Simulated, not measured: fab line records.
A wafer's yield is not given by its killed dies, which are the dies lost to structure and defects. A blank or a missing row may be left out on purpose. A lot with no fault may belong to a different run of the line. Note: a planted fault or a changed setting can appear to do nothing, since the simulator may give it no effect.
A struck lot beside a sound one ; flow nand harc ; 15 steps out of a route of 1159
Sound: wafers L696.1, L696.4, L696.5. Struck: wafer L701.4 (left out: L701.2, L701.3 of the same lot, which were not struck); the cause appears at the end.
Order at every step that has rows: each side's tool, ch and its chambers, its first start. Under that, the readings that differ: sound wafers ; struck wafers ; difference of the means ; sigmas: that difference in standard deviations of wafers without a fault.
alike: a reading whose means differ by less than 2 such deviations, as well as words and numbers matching on both sides. not compared: withheld readings; readings where some wafer has no value; bounds like >300 that might hide an equal value; numbers whose values overlap and for which the record gives no deviation.
The two part at a step that has a row with sigmas, a row that says differs or no value, or rows on one side only. When numbers do not overlap yet have no deviation, they are printed without sigmas and do not part them. A reading that every wafer of one side lacks parts them only if that side has two wafers or more.

NHARC_A_CHANNEL_HOLE_D1_ETCH_19: etches the open film in C4F8/O2/Ar, time 34.5 s.
  sound on har etch-02 ch 0,1, day 9 11:57; struck on har etch-02 ch 1, day 11 03:26
reading;sound;struck;difference;sigmas
run length s (s);36.34 36.54 35.66;35.60;-0.58;-2
  alike: drypump motor current A, showerhead plenum p Torr, throttle valve pct
  not compared: rf hours counter h
then, 1 step without rows for these wafers: NHARC_A_CHANNEL_HOLE_D1_ETCH_20 (etches the open film in C4F8/O2/Ar, time 361.9 s, target depth 1600 nm).
NHARC_A_CHANNEL_HOLE_D1_ETCH_21: etches the open film in C4F8/O2/Ar, time 514.3 s, target depth 1600 nm.
  sound on har etch-02 ch 0,1, day 9 12:23; struck on har etch-02 ch 1, day 11 03:52
  alike: drypump motor current A, showerhead plenum p Torr, throttle valve pct
  not compared: rf hours counter h, run length s
NHARC_A_CHANNEL_HOLE_D1_ETCH_22: etches the open film in C4F8/O2/Ar, time 666.7 s, target depth 1600 nm.
  sound on har etch-02 ch 0,1, day 9 12:49; struck on har etch-02 ch 1, day 11 04:19
  alike: drypump motor current A, showerhead plenum p Torr, throttle valve pct
  not compared: rf hours counter h, run length s
NHARC_A_CHANNEL_HOLE_D1_ETCH_23: etches the open film in C4F8/O2/Ar, time 819 s, target depth 1600 nm.
  sound on har etch-02 ch 0,1, day 9 13:23; struck on har etch-02 ch 1, day 11 04:52
  alike: drypump motor current A, showerhead plenum p Torr, throttle valve pct
  not compared: rf hours counter h, run length s
then, 7 steps without rows for these wafers: NHARC_A_CHANNEL_HOLE_D1_ETCH_24 (etches the open film in C4F8/O2/Ar, time 906.2 s, target depth 1500 nm); NHARC_A_CHANNEL_HOLE_D1_ETCH_25 (etches the open film in C4F8/O2/Ar, time 1040.2 s, target depth 1500 nm); NHARC_A_CHANNEL_HOLE_D1_ETCH_26 (etches the open film in C4F8/O2/Ar, time 224.1 s, target depth 300 nm); NHARC_A_CHANNEL_HOLE_D1_ETCH_33 (etches the open film in C4F8/O2/Ar, time 90 s, target depth 400 nm); NHARC_A_CHANNEL_HOLE_D1_STRIP_41 (strips in N2/H2); NHARC_A_CHANNEL_HOLE_D1_STRIP_42 (strips in CF4/CHF3); NHARC_A_CHANNEL_HOLE_D1_STRIP_43 (strips in O2/COS).
NHARC_A_CHANNEL_HOLE_D1_ETCH_44: etches the open film in CF4/O2, target depth 140 nm, overetch 14 nm, time 77 s.
  sound on rie diel-13 ch 0,3, day 9 16:43; struck on rie diel-05 ch 0, day 11 08:11
reading;sound;struck;difference;sigmas
run length s (s);97.6 97.6 98.4;92.1;-5.8;-14
  alike: drypump motor current A, oes product au, rf vpp V, showerhead plenum p Torr, throttle valve pct
  not compared: rf hours counter h
NHARC_A_CHANNEL_HOLE_D1_STRIP_27: strips in O2.
  sound on rie diel-13 ch 1,2,3; struck on rie diel-05 ch 2
reading;sound;struck;difference;sigmas
rf vpp V (V);57.1 57.2 57.8;59.7;+2.3;+3
  alike: drypump motor current A, oes product au, showerhead plenum p Torr, throttle valve pct
  not compared: rf hours counter h
-- record jumps: 10 days between struck wafers' starts before vs after; left off in module A_CHANNEL_HOLE_D1, resumes in module END, first step shown is number 1159 of the route --
NHARC_END_SORT_01:
  only the struck wafers appear in the record here, on prober-01 ch 0 at day 21 19:53; the sound ones have no rows

WHERE THEY PART
First at NHARC_A_CHANNEL_HOLE_D1_ETCH_19; last, within this record, at NHARC_END_SORT_01.

WHY: the cause the simulator had injected
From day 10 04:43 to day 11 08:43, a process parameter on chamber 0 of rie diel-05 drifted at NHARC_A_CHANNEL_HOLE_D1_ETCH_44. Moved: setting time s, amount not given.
